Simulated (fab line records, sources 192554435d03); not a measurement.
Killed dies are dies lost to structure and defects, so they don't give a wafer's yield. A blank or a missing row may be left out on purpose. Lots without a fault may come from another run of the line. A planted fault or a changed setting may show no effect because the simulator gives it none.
A struck lot beside a sound one | flow n5_finfet | 36 steps out of a route of 1938
Sound: wafers L519.2, L519.4, L519.6. Struck: wafer L526.4. (L526.2, L526.5 of the same lot were not struck and are left out.) The cause comes at the end.
At each step with rows: each side's tool, then ch and its chambers, then its first start. Under that, the readings that differ: sound wafers | struck wafers | difference of the means | sigmas: that difference in standard deviations of wafers without a fault.
alike: readings whose means differ by less than 2 such deviations, and words and numbers that are the same on both sides. not compared: withheld readings, readings that some wafer has no value for, bounds like >300 that may hide the same value, and numbers for which the record gives no deviation and whose values overlap.
The two part at a step that has a row with sigmas, a row that says differs or no value, or rows on one side only. Numbers that don't overlap but have no deviation are shown without sigmas and don't part them. A reading that every wafer of one side lacks parts them only if that side has two wafers or more.

first, 7 steps without rows for these wafers: N5_BEOL_M4_CMP_52 (polishes, stops on SiOC, t overpolish 6.8 s, target thk 40 nm); N5_BEOL_M4_PRE_CLEAN_60 (time 15 s); N5_BEOL_M4_CO_CAP_55 (material Co, precursor CCTBA/H2, target thk 2 nm, time 102.1 s); N5_BEOL_M4_PRE_CLEAN_56 (time 15 s); N5_BEOL_M4_DEP_57 (deposits SiCN from 3MS/NH3, target thk 8 nm, time 14 s); N5_BEOL_M5_ILD_DEP_00 (deposits SiCOH lowk from DEMS/porogen, target thk 140.64 nm, time 25.9 s); N5_BEOL_M5_CURE_79 (cures SiCOH lowk, time 240 s).
N5_BEOL_M5_PECVD_70: deposits SiO2 from TEOS/O2, target thk 16 nm, time 18 s.
  sound on pecvd-04 ch 0,1,2, day 8 13:08; struck on pecvd-04 ch 0, day 9 17:09
  reading                                    | sound          | struck | difference | sigmas
  model.SiO2_of_BEOL_M5_PECVD_70.thk_nm (nm) | 16.2 16.4 15.8 | 14.4   | -1.7       |
  alike: heater_power_outer_w, heater_power_w, showerhead_plenum_p_Torr, throttle_valve_pct
then, 25 steps without rows for these wafers: N5_BEOL_M5_HM_DEP_02 (deposits TiN, target thk 20 nm); N5_BEOL_M5_COAT_59 (time 60 s, resist thk 60 nm); N5_BEOL_M5_COAT_60 (time 60 s, resist thk 12 nm); N5_BEOL_M5_COAT_71 (time 60 s, resist thk 5 nm); N5_BEOL_M5_COAT_05 (resist thk 30 nm); N5_BEOL_M5_EBR_07; N5_BEOL_M5_SOFTBAKE_06 (time 60 s); N5_BEOL_M5_EXPOSE_08 (exposes mask M5, target cd 28 nm); N5_BEOL_M5_PEB_09 (peb time 60 s); N5_BEOL_M5_DEVELOP_10 (develop time 30 s); N5_BEOL_M5_DESCUM_16 (chemistry O2, time 7 s); N5_BEOL_M5_ETCH_72 (etches underlayer in N2/H2, target depth 6.5 nm, time 5.2 s); N5_BEOL_M5_ETCH_61 (etches SiARC in CF4, target depth 15.6 nm, time 26 s); N5_BEOL_M5_ETCH_62 (etches SOC in N2/H2, target depth 75 nm, overetch 15 nm, time 112.5 s); N5_BEOL_M5_STRIP_63 (strips in N2/H2); N5_BEOL_M5_STRIP_73 (strips in N2/H2); N5_BEOL_M5_STRIP_64 (strips in CF4); N5_BEOL_M5_HM_OPEN_17 (chemistry Cl2/BCl3, target TiN, target depth 20 nm, overetch 6 nm); N5_BEOL_M5_STRIP_19 (strips in O2); N5_BEOL_M5_COAT_65 (time 60 s, resist thk 60 nm); N5_BEOL_M5_COAT_66 (time 60 s, resist thk 12 nm); N5_BEOL_M5_COAT_74 (time 60 s, resist thk 5 nm); N5_BEOL_M5_COAT_22 (resist thk 30 nm); N5_BEOL_M5_EBR_24; N5_BEOL_M5_SOFTBAKE_23 (time 60 s).
N5_BEOL_M5_HM_STRIP_39: strips TiN in peroxide tin strip, target depth 25 nm, time 158 s.
  sound on wet_bench-04 ch 1,2,7, day 8 17:22; struck on wet_bench-02 ch 7, day 9 20:30
  reading                                    | sound        | struck | difference | sigmas
  model.SiO2_of_BEOL_M5_PECVD_70.thk_nm (nm) | 16 16.2 15.6 | 14.2   | -1.7       |
  alike: bath_guard_temp_C
N5_BEOL_M5_CMP_52: polishes, stops on SiCOH lowk, t overpolish 6.9 s, target thk 62 nm.
  sound on cmp-04 ch 0,2,3, day 8 23:59; struck on cmp-04 ch 3, day 10 04:26
  reading                      | sound          | struck | difference | sigmas
  barrier_field_endpoint_s (s) | 24.9 26.1 24.9 | 22.7   | -2.6       | -5
  alike: motor_current_A, slurry_flow_ml_min
-- the record jumps here: 4 days lie between the struck wafers' starts before and after (it left off in module BEOL_M5 and takes up again in module PASSIVATION, whose first step shown is number 1936 of the route) --
N5_PASSIVATION_PROBE_49:
  sound on prober-01, day 12 09:32; struck on prober-01, day 14 04:11
  reading            | sound    | struck | difference | sigmas
  killed_at_M0_to_M3 | 35 43 44 | 20     | -21        | -2
  alike: defect_limited_yield, killed_at_M4_up, killed_at_contacts, killed_at_front_end, killed_at_other, killed_dies, killed_on_rim, killed_open, killed_short, sort_bin_5_function, sort_bin_6_memory, sort_n_pass, sort_yield_pct

WHERE THEY PART
First at N5_BEOL_M5_CMP_52; last, within this record, at N5_PASSIVATION_PROBE_49.

WHY: what the simulator had put in
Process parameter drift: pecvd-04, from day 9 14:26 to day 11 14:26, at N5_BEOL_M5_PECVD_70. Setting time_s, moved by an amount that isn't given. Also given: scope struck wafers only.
